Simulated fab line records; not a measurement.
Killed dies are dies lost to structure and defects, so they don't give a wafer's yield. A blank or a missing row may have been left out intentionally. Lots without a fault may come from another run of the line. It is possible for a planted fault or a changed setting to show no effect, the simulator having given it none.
One fault through the eyes of 2 desks -- flow nand-harc -- numbers are kept per desk, each desk with only its own; the story behind them comes last

## FOR THE TOOL OWNER'S DESK: rie-si-05
The tool's own readings at NHARC_THIN_TSV_ETCH_15 (target depth 3000 nm, bosch target overetch cycles 2, bosch etch step 2.8 s): means of the sampled wafers that have a number, for each lot that ran on this tool. A lot is out of limits, marked OUT, if its mean lies more than 4 standard deviations from the usual mean; the brackets give that distance.
Columns: A = drypump-motor-current-A at NHARC_THIN_TSV_ETCH_15, usual 5.8 A
lot,first seen here,A
L801,day 25 20:16,5.8
L805,day 26 22:50,5.9
L814,day 31 09:52,5.8
L818,day 32 12:28,6.0
Result from this desk: across the 4 lots, nothing is out of limits.

## METROLOGY DESK
Lot by lot, what the gauges showed, no matter which tool ran the lot: averages of those sampled wafers that carry a number. A lot is out of limits, marked OUT, if its mean lies more than 4 standard deviations from the usual mean; the brackets give that distance.
Columns: A = overlay-x-nm at NHARC_A_BONDPAD_OVL_MEAS_35, usual 0 nm; B = overlay-y-nm at NHARC_A_BONDPAD_OVL_MEAS_35, usual 1 nm
lot,first seen here,A,B
L801,day 25 04:32,12,-4
L805,day 26 06:55,-7,-2
L811,day 28 12:37,0,8
L810,day 29 09:33,-2,0
L814,day 30 17:37,-7,-3
L817,day 31 11:29,4,-6
L818,day 31 20:41,9,-0
L820,day 31 23:07,-5,3
L819,day 31 23:44,-2,-2
Result from this desk: across the 9 lots, nothing is out of limits.

## ALL TOGETHER
The desk of the tool owner found nothing out of limits.
Metrology desk: nothing out of limits seen.

## WHAT THE SIMULATOR PUT IN
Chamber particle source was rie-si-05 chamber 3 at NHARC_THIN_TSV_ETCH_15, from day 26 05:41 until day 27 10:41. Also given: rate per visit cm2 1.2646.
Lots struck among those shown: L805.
